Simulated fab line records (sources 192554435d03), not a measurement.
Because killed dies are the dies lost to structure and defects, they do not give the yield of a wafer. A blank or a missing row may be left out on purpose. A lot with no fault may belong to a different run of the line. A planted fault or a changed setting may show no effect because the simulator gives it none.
One fault seen from 2 desks ; flow n5Finfet ; each desk holds nothing but its own numbers, with what lay behind them at the end

DESK OF THE TOOL OWNER: rieMetal-02
The tool's own readings at N5_GATE_CUT_ETCH_56 (etches TiN in Cl2/Ar, target depth 21.6 nm): means of the sampled wafers that have a number, for each lot that ran on this tool. If a lot's mean is further than 4 standard deviations from the usual mean, the lot is out of limits and carries the mark OUT (the distance appears in the brackets).
Columns: A = biasW at N5_GATE_CUT_ETCH_56, usual 60.00 W; B = drypumpMotorCurrentA at N5_GATE_CUT_ETCH_56, usual 5.92 A; C = oesProductAu at N5_GATE_CUT_ETCH_56, usual 0.80 a.u.; D = rfFwdPowerW at N5_GATE_CUT_ETCH_56, usual 595.9 W; E = throttleValvePct at N5_GATE_CUT_ETCH_56, usual 20.76 %
lot;first seen here;A;B;C;D;E
L700;day 6 08:18;60.10;5.92;0.80;597.8;20.71
L702;day 6 19:56;60.03;5.94;0.80;596.2;20.71
L703;day 7 03:10;60.10;5.91;0.87;695.2 (+43) OUT;20.62
L706;day 7 20:07;59.85;6.05;0.83;642.9 (+20) OUT;20.85
This desk's verdict: out of limits on L703, L706, starting with L703 at day 7 03:10 (rfFwdPowerW at N5_GATE_CUT_ETCH_56). In limits: L700, L702.

METROLOGY DESK
Means of the sampled wafers that have a number, per lot and without regard to the tool the lot ran on: this is what the gauges read. If a lot's mean is further than 4 standard deviations from the usual mean, the lot is out of limits and carries the mark OUT (the distance appears in the brackets). 7 of its 10 readings are shown, namely those furthest out on some lot.
Columns: A = DIBL_N at N5_BEOL_M4_RC_MEAS_101, usual 36.6 mV/V; B = DIBL_P at N5_BEOL_M4_RC_MEAS_101, usual 36.4 mV/V; C = ION_N at N5_BEOL_M4_RC_MEAS_101, usual 678 uA/um; D = SS_N at N5_BEOL_M4_RC_MEAS_101, usual 71.5 mV/dec; E = SS_P at N5_BEOL_M4_RC_MEAS_101, usual 73.4 mV/dec; F = VT_N at N5_BEOL_M4_RC_MEAS_101, usual 248.5 mV; G = VT_P at N5_BEOL_M4_RC_MEAS_101, usual -249 mV
lot;first seen here;A;B;C;D;E;F;G
L694;day 9 04:13;34.5;33.3;662;70.5;72.9;254.3;-250
L699;day 10 17:10;36.1;36.4;676;71.3;73.0;252.0;-254
L700;day 11 14:48;36.6;36.0;672;71.4;73.3;250.0;-247
L703;day 11 14:51;34.5;35.5;678;71.2;73.2;250.2;-245
L702;day 12 19:20;35.4;35.1;669;71.2;73.0;249.2;-251
L706;day 13 20:31;35.6;36.0;669;71.1;73.4;249.0;-248
L711;day 14 18:17;37.1;37.5;668;71.4;73.2;246.9;-250
L715;day 15 15:25;36.0;36.7;678;71.3;72.5;250.1;-251
L713;day 15 15:37;37.2;38.6;676;72.1;73.6;250.7;-249
Result from this desk: across the 9 lots, nothing is out of limits.

ALL TOGETHER
At day 7 03:10, on L703, L706, the tool owner's desk was in a position to raise an alarm.
The metrology desk saw nothing out of limits.
The metrology desk has L703, L706 on record, within its limits.
Every lot named ran N5_GATE_CUT_ETCH_56 on rieMetal-02.

WHAT WAS PUT IN BY THE SIMULATOR
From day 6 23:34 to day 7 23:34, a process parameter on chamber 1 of rieMetal-02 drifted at N5_GATE_CUT_ETCH_56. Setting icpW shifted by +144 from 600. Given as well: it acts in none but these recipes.
Shown lots that were struck: L703, L706.
Each desk's first reading out of limits, in hours after the fault started: the tool owner's desk, 4.
